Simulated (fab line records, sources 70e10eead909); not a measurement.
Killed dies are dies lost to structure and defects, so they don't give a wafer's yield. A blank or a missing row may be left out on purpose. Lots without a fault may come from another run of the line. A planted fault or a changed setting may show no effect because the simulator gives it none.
Which tool did it? | flow nand_harc | 12 lots, 36 wafers sampled, at 5 steps of a route of 1159

WHAT THE GAUGES READ, wafer by wafer
NHARC_THIN_TSV_INSPECT_40. Usual: raw_defect_count 458, standard deviation 76.
lot  | measured     | on                | raw_defect_count | flag
L750 | day 19 18:07 | defect_inspect-01 | 375 432 443      |
L763 | day 21 21:14 | defect_inspect-01 | 495 570 502      |
L764 | day 23 08:02 | defect_inspect-01 | 388 529 394      |
L766 | day 22 20:23 | defect_inspect-01 | 484 449 499      |
L767 | day 23 08:02 | defect_inspect-02 | 413 361 426      |
L769 | day 23 17:22 | defect_inspect-01 | 500 535 418      |
L768 | day 23 17:22 | defect_inspect-02 | 465 445 472      |
L771 | day 24 09:56 | defect_inspect-01 | 471 398 417      |
L772 | day 24 06:47 | defect_inspect-01 | 570 550 453      |
L773 | day 24 14:28 | defect_inspect-01 | 362 427 390      |

NHARC_END_SORT_01. Usual: defect_limited_yield 95.6 %, standard deviation 1.6; killed_at_array 26, standard deviation 11; killed_at_other 0.6, standard deviation 1; killed_at_periphery 3.1, standard deviation 2.1; killed_dies 30, standard deviation 11; killed_open 3.4, standard deviation 1.8; killed_short 2.1, standard deviation 1.5; sort_bin_2_pct 1.3 %, standard deviation 0.64; sort_bin_3_pct 0.25 %, standard deviation 0.23; sort_bin_4_pct 2.8 %, standard deviation 1.1; sort_n_pass 647, standard deviation 11; sort_rim_yield_pct 95.8 %, standard deviation 2.7; sort_yield_pct 95.6 %, standard deviation 1.6.
lot  | measured     | on        | defect_limited_yield (%) | killed_at_array | killed_at_other | killed_at_periphery | killed_dies | killed_open | killed_short | sort_bin_2_pct (%) | sort_bin_3_pct (%) | sort_bin_4_pct (%) | sort_n_pass | sort_rim_yield_pct (%) | sort_yield_pct (%) | flag
L750 | day 20 01:25 | prober-01 | 95.7 94.2 96.2           | 24 37 24        | 0 1 0           | 5 1 2               | 29 39 26    | 6 4 4       | 1 2 1        | 1.9 2.1 2.1        | 0.15 0.15 0.15     | 2.2 3.5 1.6        | 648 638 651 | 97.2 97.2 97.2         | 95.7 94.2 96.2     |
L758 | day 21 06:38 | prober-02 | 0 0 0                    | 15 15 16        | 0 0 1           | 662 662 660         | 677 677 677 | 3 1 3       | 1 2 0        | 97.8 98.2 98.2     | 0.30 0 0           | 1.9 1.8 1.8        | 0 0 0       | 0 0 0                  | 0 0 0              | OFF
L761 | day 21 15:22 | prober-02 | 0 0 0                    | 31 19 34        | 2 0 1           | 644 658 642         | 677 677 677 | 2 3 5       | 4 2 5        | 96.0 97.6 95.3     | 0.30 0.15 0.30     | 3.7 2.2 4.4        | 0 0 0       | 0 0 0                  | 0 0 0              | OFF
L763 | day 22 06:52 | prober-01 | 94.8 92.3 93.6           | 34 50 43        | 0 0 0           | 1 2 0               | 35 52 43    | 4 2 3       | 0 3 3        | 1.3 1.6 2.1        | 0.44 0.44 0.30     | 3.4 5.6 4.0        | 642 625 634 | 97.2 93.4 90.6         | 94.8 92.3 93.6     |
L769 | day 23 22:02 | prober-01 | 91.4 92.8 92.5           | 55 45 45        | 0 3 0           | 3 1 6               | 58 49 51    | 4 4 0       | 1 0 0        | 2.4 1.9 3.2        | 0.74 0.44 0.59     | 5.5 4.9 3.7        | 619 628 626 | 96.2 91.5 94.3         | 91.4 92.8 92.5     |

WHICH TOOL RAN EACH LOT (tool, then ch and the chambers of the sampled wafers, then the start)
lot  | NHARC_P_M2_DEP_00               | NHARC_THIN_TSV_PRE_CLEAN_50             | NHARC_THIN_TSV_ANNEAL_52
L750 | pecvd-02 ch 0,1, day 6 07:29    | pvd_sputter-03, day 19 10:08 or earlier | rtp_anneal-01 ch 0, day 19 10:08
L758 | pecvd-04 ch 0,1,2, day 8 02:22  | -                                       | -
L761 | pecvd-04 ch 0,1,2, day 8 16:41  | -                                       | -
L763 | pecvd-03 ch 1,2, day 9 10:10    | pvd_sputter-02, day 21 13:25 or earlier | rtp_anneal-02 ch 0, day 21 13:25
L764 | pecvd-03 ch 0,1,2, day 10 04:59 | pvd_sputter-03, day 23 00:23 or earlier | rtp_anneal-02 ch 0, day 23 00:23
L766 | pecvd-02 ch 0,1,2, day 10 06:28 | pvd_sputter-02, day 22 11:20 or earlier | rtp_anneal-02 ch 0, day 22 11:20
L767 | pecvd-03 ch 1,2, day 10 12:50   | pvd_sputter-01, day 22 22:52 or earlier | rtp_anneal-01 ch 0, day 22 22:52
L769 | pecvd-03 ch 1,2, day 10 13:09   | pvd_sputter-03, day 23 07:19 or earlier | rtp_anneal-02 ch 0, day 23 07:19
L768 | pecvd-03 ch 0,1,2, day 10 13:29 | pvd_sputter-01, day 23 08:07 or earlier | rtp_anneal-01 ch 0, day 23 08:07
L771 | pecvd-02 ch 0,1,2, day 11 07:13 | pvd_sputter-03, day 24 02:24 or earlier | rtp_anneal-01 ch 0, day 24 02:24
L772 | pecvd-03 ch 0,2, day 11 14:45   | pvd_sputter-02, day 23 23:24 or earlier | rtp_anneal-02 ch 0, day 23 23:24
L773 | pecvd-02 ch 0,1,2, day 11 23:09 | pvd_sputter-02, day 24 05:29 or earlier | rtp_anneal-01 ch 0, day 24 05:29
- NHARC_P_M2_DEP_00: deposits SiOC, target thk 182.5 nm.
- NHARC_THIN_TSV_PRE_CLEAN_50: time 30 s.
- NHARC_THIN_TSV_ANNEAL_52: time 90 s.

WHAT THE TOOLS THEMSELVES READ (means of the sampled wafers that have a number; where no wafer has one, the mark that the record gives instead)
NHARC_THIN_TSV_PRE_CLEAN_50. Usual: heater_power_w 402 W, standard deviation 34.
lot  | tool           | heater_power_w (W) | flag
L750 | pvd_sputter-03 | 394                |
L763 | pvd_sputter-02 | 429                |
L764 | pvd_sputter-03 | 390                |
L766 | pvd_sputter-02 | 442                |
L767 | pvd_sputter-01 | 428                |
L769 | pvd_sputter-03 | 396                |
L768 | pvd_sputter-01 | 418                |
L771 | pvd_sputter-03 | 387                |
L772 | pvd_sputter-02 | 396                |
L773 | pvd_sputter-02 | 395                |

NHARC_THIN_TSV_ANNEAL_52. Usual: anneal_temp_c_max 226.22, standard deviation 0.26; wafer_temp_C_max 226.1, standard deviation 0.42.
lot  | tool          | anneal_temp_c_max | wafer_temp_C_max | flag
L750 | rtp_anneal-01 | 225.99            | 226.0            |
L763 | rtp_anneal-02 | 226.33            | 226.4            |
L764 | rtp_anneal-02 | 226.08            | 226.3            |
L766 | rtp_anneal-02 | 226.41            | 227.2            |
L767 | rtp_anneal-01 | 225.84            | 226.1            |
L769 | rtp_anneal-02 | 226.29            | 226.4            |
L768 | rtp_anneal-01 | 226.12            | 225.7            |
L771 | rtp_anneal-01 | 226.25            | 225.6            |
L772 | rtp_anneal-02 | 226.32            | 226.5            |
L773 | rtp_anneal-01 | 226.10            | 225.8            |

THE ANSWER, worked out from the rows above alone
Rule: a lot is off if the mean of its wafers that have a number lies more than 3 standard deviations from the usual mean. A lot without any number at a reading at which 4 lots or more have one is off too. The other lots that the step has rows for count as sound. The gauges are gone through in route order, then the tools' own readings, and for those a lot's mean is taken as printed above. The first step at which some lot is off is used, and at that step the reading that is off furthest; a lot without a number counts as furthest.
Off: L758, L761, at NHARC_END_SORT_01 (killed_at_periphery). Neither off nor sound, because the step has no rows for them: L764, L766, L767, L768, L771, L772, L773.
A tool fits if, at a process step before that reading, it ran every lot that is off, and no sound lot after the first of them. The gauges at NHARC_END_SORT_01 are tried like those tools. NHARC_THIN_TSV_PRE_CLEAN_50 gives no start for some lots, so the hours and the order of its lots are those of NHARC_THIN_TSV_ANNEAL_52. Can't be told from this: 2 tools fit, pecvd-04 at NHARC_P_M2_DEP_00, prober-02 at NHARC_END_SORT_01.

WHAT THE SIMULATOR HAD PUT IN
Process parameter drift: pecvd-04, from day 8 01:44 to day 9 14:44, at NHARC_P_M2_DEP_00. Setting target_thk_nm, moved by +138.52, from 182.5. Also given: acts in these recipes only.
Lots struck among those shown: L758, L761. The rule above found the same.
